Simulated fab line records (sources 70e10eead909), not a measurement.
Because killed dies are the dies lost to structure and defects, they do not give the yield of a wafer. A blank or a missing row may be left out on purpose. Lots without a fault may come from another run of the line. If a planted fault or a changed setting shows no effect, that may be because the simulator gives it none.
fab line records ; flow nand-harc
[record] lots = 6; wafers = 18; last-day = 33
route steps=1302 shown A_WL_FILL@960
lots untouched by any fault: they come from a run of this same line in which no faults occurred
start-h: hours from the record's opening day to when the first of the lot's shown wafers began ; wait-h: how many hours have passed since the lot's step before this one ; " unchanged from the row above ; L1.1+2: several wafers, shown together as one row ; - no value, or no start was given ; * or withheld: withheld ; < > ~ a bound
route shown NAME@n: names a module that has steps shown in the file, with the first one's number in the route ; usual: the fault-free wafers' mean and standard deviation ; same: alike in all rows ; chamber/n: place in a boat ; sites: readings site by site ; _std_site: how widely they spread, as a standard deviation ; _edge_site: inner sites' mean taken away from outer sites' mean ; radius-mm: how far each site lies from the wafer's centre ; mask NAME#n: copy n ; behind: the tool/chamber that last shaped the wafer ; hold: cause of the lot's hold/its duration in hours/its outcome ; device: the transistor (n, p or np) that didn't switch ; end of line: the same wafers' tests at the end of the route ; step lacking rows: just its recipe ; killed: at the first sort, the dies lost to defects and structure; wafer yield is something else ; map: shows each die of a wafer: x if killed, . if not, _ if none is there
set.NAME: the run value of the setting; set.NAME@STEP: its run value at that earlier step ; model.NAME: the simulator's own value behind a step, which no gauge read
a table for each step, a row for each wafer; lots at some steps of the route
services: the hour from which a tool's chamber was out of use, counted from the record's first day as start-h (under 0 if before that day), plus the number of hours and why
[[steps]]
[step NHARC_A_WL_FILL_STRIP_28]
[recipe] time-s = 1200; temp-c = 72.5; chemistry = post-etch-residue-remover
[step NHARC_A_WL_FILL_PRECLEAN_06]
[recipe] time-s = 300; chemistry = DIW
[step NHARC_A_WL_FILL_SRD_07]
[step NHARC_A_WL_FILL_ANNEAL_08]
[recipe] temp-c = 450; time-s = 1800
[step NHARC_A_WL_FILL_ALD_10]
[recipe] target-thk-a = 500; pulse-time-s = 10; ald-cycles = 500; temp-c = 300; material = SiO2
[usual] heater-power-w = 470/56; precursor-pulse-height-rel = 1.001/0.02
lot.wafer;tool;chamber;start-h;wait-h;heater-power-w;precursor-pulse-height-rel
L891.1;ald-hk-02;1;486.58;2.1;486;0.999
L891.4;ald-hk-02;2;487.61;3.1;480;1.028
L891.5;ald-hk-02;0;489.66;5.2;501;1.013
L904.3;ald-hk-01;3;605.35;0.6;509;1.000
L904.1;ald-hk-01;0;605.35;0.6;480;1.000
L904.4;ald-hk-01;1;605.35;0.6;331;1.007
L905.3;ald-hk-01;3;612.61;0.6;490;1.002
L905.2;ald-hk-01;0;612.61;0.6;482;1.049
L905.5;ald-hk-01;2;614.15;2.1;491;1.003
L912.1;ald-hk-02;0;687.84;1.1;485;0.987
L912.3;ald-hk-02;2;689.88;3.1;511;1.005
L912.6;ald-hk-02;0;691.92;5.2;496;1.003
L913.1;ald-hk-02;1;693.57;0.1;490;0.962
L913.5;ald-hk-02;1;697.76;4.2;477;1.005
L913.6;ald-hk-02;2;698.81;5.3;506;1.003
L914.4;ald-hk-01;1;693.57;0.1;334;1.023
L914.2;ald-hk-01;0;696.63;3.1;501;0.998
L914.5;ald-hk-01;2;698.67;5.1;468;1.010
[step NHARC_A_WL_FILL_ETCHBACK_16]
[recipe] target-depth-a = 1200; time-s = 24; c4f8-flow-sccm = withheld; o2-flow-sccm = 8; ar-flow-sccm = withheld; rf-w = 600; bias-w = 800; chemistry = C4F8/O2/Ar
[usual] bias-w = 800.1/2.4; chamber-pressure-mTorr = 25.000/0.022; oes-product-au = 0.980/0.027; rf-vpp-V = 725/3.6
lot.wafer;tool;chamber;start-h;wait-h;bias-w;chamber-pressure-mTorr;oes-product-au;rf-hours-counter-h;rf-vpp-V
L891.1;rie-diel-11;1;-;-;800.0;24.980;0.923;1.7;716
L891.4;rie-diel-11;0;-;-;802.8;25.004;0.931;1.6;723
L891.5;rie-diel-11;2;-;-;796.5;24.974;0.928;-;731
L904.1;rie-diel-02;0;-;-;799.7;24.994;0.995;0.8;722
L904.3;rie-diel-02;1;-;-;801.8;25.004;0.991;1.1;725
L904.4;rie-diel-02;3;-;-;796.9;24.984;1.000;1.4;727
L905.3;rie-diel-02;2;-;-;798.9;24.981;1.020;1.9;723
L905.2;rie-diel-02;0;-;-;801.4;24.998;1.005;1.5;721
L905.5;rie-diel-02;0;-;-;797.2;25.011;1.005;-;722
L912.1;rie-diel-10;3;-;-;800.4;24.978;0.999;3.1;724
L912.3;rie-diel-10;0;-;-;799.1;25.003;0.996;3.2;728
L912.6;rie-diel-10;3;-;-;802.7;25.016;0.998;-;726
L914.4;rie-diel-11;2;-;-;802.3;24.961;0.957;1.7;732
L914.2;rie-diel-11;3;-;-;796.5;24.980;0.973;1.8;724
L914.5;rie-diel-11;3;-;-;797.1;25.004;0.977;-;725
L913.1;rie-diel-02;2;-;-;800.6;24.994;1.005;5.3;724
L913.5;rie-diel-02;0;-;-;804.7;25.012;1.000;-;722
L913.6;rie-diel-02;1;-;-;799.4;25.016;1.007;-;728
[step NHARC_A_WL_FILL_STRIP_29]
[recipe] time-s = 20; o2-flow-sccm = 500; ar-flow-sccm = 0; bias-w = 0; chemistry = O2
[usual] chamber-pressure-mTorr = 60.01/0.054; drypump-motor-current-A = 5.8/0.43; oes-product-au = 1.000/0.0068; rf-vpp-V = 57.9/0.89; showerhead-plenum-p-Torr = 3.58/0.12; throttle-valve-pct = 17.034/0.0084
[same] bias-w = 0
lot.wafer;tool;chamber;start-h;wait-h;chamber-pressure-mTorr;drypump-motor-current-A;oes-product-au;rf-hours-counter-h;rf-vpp-V;showerhead-plenum-p-Torr;throttle-valve-pct
L891.4;rie-diel-11;0;492.34;0.1;60.12;5.8;0.998;1.6;58.1;3.55;17.036
L891.1;rie-diel-11;1;492.34;0.1;60.03;6.2;1.001;1.7;56.4;3.30;17.045
L891.5;rie-diel-11;0;492.34;0.1;60.02;5.8;1.006;-;58.4;3.54;17.032
L904.4;rie-diel-02;3;609.57;0.1;60.01;5.9;1.010;1.4;57.7;3.68;17.046
L904.3;rie-diel-02;0;609.57;0.1;60.00;6.5;1.007;0.8;57.7;3.48;17.034
L904.1;rie-diel-02;1;609.57;0.1;59.93;6.1;1.004;1.1;57.7;3.62;17.023
L905.2;rie-diel-02;2;616.86;0.1;60.02;5.5;1.009;1.9;59.8;3.54;17.034
L905.3;rie-diel-02;0;616.86;0.1;60.08;6.5;1.004;1.5;57.1;3.48;17.031
L905.5;rie-diel-02;0;616.86;0.1;60.05;6.5;1.000;-;57.4;3.48;17.041
L912.3;rie-diel-10;3;694.58;0.1;59.99;5.8;1.001;3.1;58.8;3.57;17.035
L912.1;rie-diel-10;0;694.58;0.1;60.08;5.6;1.011;3.3;58.0;3.68;17.029
L912.6;rie-diel-10;0;694.58;0.1;60.01;5.6;1.006;-;58.6;3.68;17.029
L914.2;rie-diel-11;0;701.33;0.1;60.09;5.8;1.006;1.7;58.0;3.54;17.042
L914.4;rie-diel-11;1;701.33;0.1;60.05;6.2;0.991;0.8;55.9;3.30;17.048
L914.5;rie-diel-11;0;701.33;0.1;60.02;5.8;0.998;-;57.7;3.54;17.042
L913.1;rie-diel-02;3;701.50;0.1;60.02;6.0;0.990;5.3;57.6;3.68;17.037
L913.5;rie-diel-02;2;701.50;0.1;60.00;5.5;1.007;-;57.4;3.53;17.024
L913.6;rie-diel-02;3;701.50;0.1;59.92;6.0;0.993;-;57.4;3.68;17.047
[step NHARC_A_WL_FILL_ETCHBACK_17]
[recipe] target-depth-a = 40; time-s = 26.7; chemistry = Cl2/BCl3
[usual] chamber-pressure-mTorr = 10.000/0.0086; drypump-motor-current-A = 6.0/0.49; oes-product-au = 1.003/0.0074
lot.wafer;tool;chamber;start-h;wait-h;chamber-pressure-mTorr;drypump-motor-current-A;oes-product-au;rf-hours-counter-h
L891.1;rie-metal-02;0;492.43;-;9.987;6.5;1.016;0.3
L891.4;rie-metal-02;1;492.43;-;9.989;5.5;1.007;-
L891.5;rie-metal-02;0;492.43;-;9.995;6.5;1.023;-
L904.1;rie-metal-02;1;609.65;-;10.001;5.5;1.006;2.4
L904.3;rie-metal-02;1;609.65;-;10.004;5.6;1.008;-
L904.4;rie-metal-02;0;609.65;-;9.991;6.5;1.016;-
L905.2;rie-metal-03;1;616.96;-;9.990;6.1;1.000;1.9
L905.3;rie-metal-03;0;616.96;-;10.004;5.1;1.006;-
L905.5;rie-metal-03;0;616.96;-;9.999;5.1;1.010;-
L912.1;rie-metal-03;1;694.67;-;10.003;6.0;1.009;3.2
L912.3;rie-metal-03;0;694.67;-;9.990;5.1;1.007;-
L912.6;rie-metal-03;0;694.67;-;10.010;5.1;0.999;-
L914.2;rie-metal-01;0;701.42;-;9.997;6.2;1.006;2.3
L914.4;rie-metal-01;0;701.42;-;9.996;6.2;1.006;-
L914.5;rie-metal-01;0;701.42;-;10.018;6.1;1.016;-
L913.1;rie-metal-02;0;701.59;-;9.986;6.6;1.002;1.3
L913.5;rie-metal-02;0;701.59;-;9.981;6.5;1.000;-
L913.6;rie-metal-02;1;701.59;-;9.992;5.5;1.000;-
[step NHARC_A_WL_FILL_PRECLEAN_18]
[recipe] time-s = 30; chemistry = dHF
[step NHARC_A_WL_FILL_SRD_21]
[step NHARC_A_WL_FILL_CVD_23]
[recipe] target-thk-a = 400; temp-c = 620; pressure-mtorr = 200; time-s = 800; material = poly-Si
[step NHARC_A_WL_FILL_ETCHBACK_26]
[recipe] target-depth-a = 520; time-s = 13.3; hbr-flow-sccm = 150; rf-w = 350; icp-w = 350; bias-w = 60; chemistry = HBr
[usual] bias-w = 59.99/0.18; chamber-pressure-mTorr = 14.999/0.012; drypump-motor-current-A = 5.8/0.44; oes-product-au = 0.998/0.0071; throttle-valve-pct = 23.266/0.0084
lot.wafer;tool;chamber;start-h;wait-h;bias-w;chamber-pressure-mTorr;drypump-motor-current-A;oes-product-au;rf-hours-counter-h;throttle-valve-pct
L891.4;rie-si-06;3;497.65;0.4;59.60;15.002;5.7;0.998;0.6;23.256
L891.1;rie-si-06;1;497.65;0.4;60.15;14.999;6.2;0.991;0.5;23.271
L891.5;rie-si-06;0;497.65;0.4;59.73;15.015;6.6;0.995;-;23.265
L904.1;rie-si-02;1;614.86;0.4;60.10;14.991;6.1;0.995;1.1;23.255
L904.3;rie-si-02;2;614.86;0.4;60.10;14.990;5.7;0.688;0.6;23.260
L904.4;rie-si-02;3;614.86;0.4;60.26;14.987;6.0;0.997;1.1;23.254
L905.2;rie-si-02;0;622.70;0.4;60.24;14.971;5.7;0.994;1.3;23.257
L905.3;rie-si-02;1;622.70;0.4;59.88;14.988;6.1;0.694;1.2;23.278
L905.5;rie-si-02;1;622.70;0.4;59.93;14.997;6.1;1.002;-;23.270
L912.3;rie-si-06;3;699.94;0.4;60.09;15.005;5.7;1.001;0.6;23.274
L912.1;rie-si-06;0;699.94;0.4;59.94;15.005;6.6;0.993;0.6;23.274
L912.6;rie-si-06;1;699.94;0.4;59.84;15.022;6.2;1.000;-;23.249
L914.4;rie-si-02;2;706.62;0.4;60.02;14.983;5.6;1.000;0.4;23.276
L914.2;rie-si-02;0;706.62;0.4;59.84;14.993;5.7;1.003;0.4;23.255
L914.5;rie-si-02;2;706.62;0.4;59.86;15.008;5.6;1.012;-;23.259
L913.1;rie-si-03;0;706.66;0.4;59.77;14.980;5.7;0.983;0.8;23.265
L913.6;rie-si-03;1;706.66;0.4;59.77;15.023;5.4;1.008;-;23.258
L913.5;rie-si-03;2;706.66;0.4;59.99;15.005;6.2;0.993;-;23.256
[step NHARC_A_WL_FILL_PRECLEAN_30]
[recipe] time-s = 10; chemistry = dHF
[[services]]
tool;chamber;start-h;hours;kind
rie-diel-11;1;468.44;6.2;repair
ald-hk-01;-;474.89;10.0;pm
rie-diel-11;-;478.37;2.4;repair
ald-hk-01;-;492.65;1.1;repair
rie-diel-02;0;497.98;15.8;repair
rie-metal-02;0;504.87;4.3;repair
rie-diel-11;3;507.15;2.9;repair
rie-metal-02;0;526.95;11.6;repair
ald-hk-02;-;532.29;10.0;pm
rie-metal-02;0;546.86;9.8;repair
rie-diel-11;2;557.46;1.3;repair
rie-si-02;2;566.20;39.6;repair
rie-diel-02;-;570.70;9.0;pm
rie-metal-02;0;582.52;21.5;repair
rie-diel-02;0;588.03;3.9;repair
rie-diel-02;-;590.83;1.0;repair
rie-diel-02;3;591.91;4.1;repair
rie-si-02;3;596.94;10.8;repair
rie-diel-11;-;609.50;9.0;pm
rie-diel-02;3;614.51;9.3;repair
rie-metal-02;-;631.00;9.0;pm
rie-diel-11;1;660.08;14.9;repair
rie-diel-11;3;681.84;4.4;repair
rie-diel-11;1;703.01;3.9;repair
[[key]]
[first-sign] step = NHARC_A_WL_FILL_ETCHBACK_26; reading = oes-product-au; direction = down; sigmas = 43; usual = 0.998; struck = 0.691
effect none on later readings
met-at NHARC_A_WL_FILL_ETCHBACK_26
struck-wafers L904.3,L905.3
later-rows-left-out L904.3,L905.3
sort-left-out L904.3,L905.3
tester-left-out L904,L905
[fault] kind = process-parameter-drift; tool = rie-si-02; chamber = -; onset-h = 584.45; steps = NHARC_A_WL_FILL_ETCHBACK_26; channel = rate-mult; offset = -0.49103; shape = step; end-h = 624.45; scope = struck-wafers-only
// tester-left-out: of these lots the tester's yield and bins aren't shown, on N5 and GAA mostly nor the transistor test; their killed dies are dies lost to structure and defects alone, not to doping, threshold or leakage, so they don't give the yield
// sort-left-out: the simulated sort isn't trusted on such a fault, so these wafers' sort isn't shown, and their yield isn't known
// later-rows-left-out: the simulator's readings of these wafers behind a module that went badly wrong aren't trusted and aren't shown, but for the sort
